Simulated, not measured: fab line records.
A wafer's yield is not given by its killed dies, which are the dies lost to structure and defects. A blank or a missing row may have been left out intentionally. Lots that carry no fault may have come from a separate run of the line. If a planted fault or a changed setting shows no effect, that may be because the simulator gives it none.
Chamber matching    flow n5_finfet    4 sister chambers for N5_BEOL_M13_ETCH_67 on rie_diel-06
The step etches SiARC in CF4, target depth 143 nm, time 238.3 s. 8 wafers are shown with their chamber, then 7 later ones without.

== WAFERS WITH THEIR CHAMBER ==
wafer   chamber  showerhead_plenum_p_Torr (Torr)  throttle_valve_pct (%)
L076.4  0        2.10                             15.2
L078.3  2        2.22                             15.8
L078.5  1        1.97                             15.5
L084.1  3        2.25                             15.4
L084.3  0        2.10                             15.3
L084.4  2        2.21                             15.8
L088.1  1        1.96                             15.5
L088.3  3        2.25                             15.4

== WAFERS MISSING THEIR CHAMBER ==
wafer   showerhead_plenum_p_Torr (Torr)  throttle_valve_pct (%)
L088.4  2.21                             15.8
L090.1  2.09                             15.3
L090.2  1.96                             15.5
L090.4  2.25                             15.4
L095.1  1.96                             15.6
L095.2  2.09                             15.3
L095.3  2.20                             15.9

== EACH ONE'S CHAMBER ==
wafer   from the rows above  in truth
L088.4  2                    2
L090.1  0                    0
L090.2  1                    1
L090.4  3                    3
L095.1  1                    1
L095.2  0                    0
L095.3  2                    2
Placed correctly: 7 of 7. Not placeable from these rows: 0. Wrongly placed: 0.
How it was worked out, from the rows above alone: a wafer's distance from a chamber is the root of the sum, over the readings, of the square of ((its reading less the chamber's mean) divided by the reading's scatter). If the next closest chamber is less than 2 further off than the closest, the wafer can't be placed; otherwise it belongs to the closest. For every chamber, the mean is computed from those of its wafers that are shown. How the scatter is found: for the shown wafers, subtract from each reading the mean of its chamber, square and add these, divide the total by (wafers less chambers), then take the root.
